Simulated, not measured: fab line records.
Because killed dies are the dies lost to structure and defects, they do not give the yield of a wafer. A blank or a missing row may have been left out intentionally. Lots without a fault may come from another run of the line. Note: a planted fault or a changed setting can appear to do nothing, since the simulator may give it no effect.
Matching of chambers	flow nand harc	4 sister chambers for NHARC_A_CONTACT_ETCH_88 on rie diel-12
The step etches the open film in CF4, target depth 39 nm, time 65 s. 36 wafers are shown with their chamber, then 12 later ones without.

== WAFERS, EACH WITH ITS CHAMBER ==
wafer	chamber	showerhead plenum p Torr (Torr)	drypump motor current A (A)	oes product au (a.u.)
L076.2	3	1.69	6.2	1.000
L076.4	1	1.85	4.7	1.008
L076.6	3	1.69	6.2	0.993
L079.1	0	1.76	5.5	0.990
L079.2	2	1.73	5.1	1.016
L079.5	0	1.76	5.5	0.995
L078.1	0	1.76	5.5	0.988
L078.2	2	1.73	5.1	1.010
L078.3	3	1.69	6.2	1.011
L078.4	1	1.85	4.7	0.984
L078.5	2	1.73	5.2	1.012
L078.6	3	1.69	6.2	0.998
L083.2	3	1.69	6.2	0.992
L083.3	0	1.76	5.5	0.988
L083.5	0	1.76	5.5	0.984
L084.2	2	1.73	5.2	1.002
L084.3	3	1.69	6.2	0.990
L084.6	2	1.73	5.2	1.006
L084.1	0	1.76	5.5	0.992
L084.4	1	1.85	4.7	0.991
L084.5	3	1.69	6.2	0.999
L088.2	3	1.69	6.2	0.996
L088.4	2	1.73	5.2	1.013
L088.5	2	1.73	5.2	1.013
L089.1	2	1.73	5.2	1.001
L089.3	0	1.76	5.5	0.991
L089.4	3	1.69	6.2	0.988
L089.2	1	1.85	4.7	0.990
L089.5	1	1.85	4.7	0.981
L089.6	0	1.76	5.5	0.988
L090.1	3	1.69	6.2	0.996
L090.3	2	1.73	5.1	0.999
L090.6	0	1.76	5.5	0.986
L092.3	1	1.84	4.7	1.001
L092.4	3	1.69	6.2	0.995
L092.6	2	1.73	5.1	1.011

SIGNATURES (averages over the wafers above)
reading	chamber 0	chamber 1	chamber 2	chamber 3	scatter within a chamber
showerhead plenum p Torr	1.7600	1.8483	1.7300	1.6900	0.00161
drypump motor current A	5.500	4.700	5.160	6.200	0.0274
oes product au	0.98911	0.99250	1.00830	0.99618	0.00638
Rule: a wafer's distance from a chamber is the root of the sum, over the readings, of the square of ((its reading less the chamber's mean) divided by the reading's scatter). The wafer belongs to the nearest chamber; if the next one is less than 2 further off, it can't be placed. The scatter is the square root of a quotient: the sum, over the shown wafers, of each reading's squared deviation from its chamber's mean, divided by wafers minus chambers.

== WAFERS WHOSE CHAMBER IS MISSING ==
wafer	showerhead plenum p Torr (Torr)	drypump motor current A (A)	oes product au (a.u.)
L094.2	1.69	6.2	0.993
L094.3	1.73	5.1	0.992
L094.4	1.84	4.7	1.003
L095.1	1.73	5.1	1.014
L095.2	1.75	5.5	0.986
L095.4	1.84	4.7	1.005
L097.1	1.84	4.7	0.999
L097.2	1.72	5.2	1.008
L097.3	1.75	5.5	0.986
L097.4	1.68	6.2	0.993
L097.5	1.75	5.5	0.986
L097.6	1.68	6.2	0.996

== WHICH CHAMBER EACH ONE RAN IN ==
wafer	from the rows above	in truth
L094.2	3	3
L094.3	2	2
L094.4	1	1
L095.1	2	2
L095.2	0	0
L095.4	1	1
L097.1	1	1
L097.2	2	2
L097.3	0	0
L097.4	3	3
L097.5	0	0
L097.6	3	3
12 of 12 placed correctly. Can't be placed from these rows: 0. 0 placed wrongly.
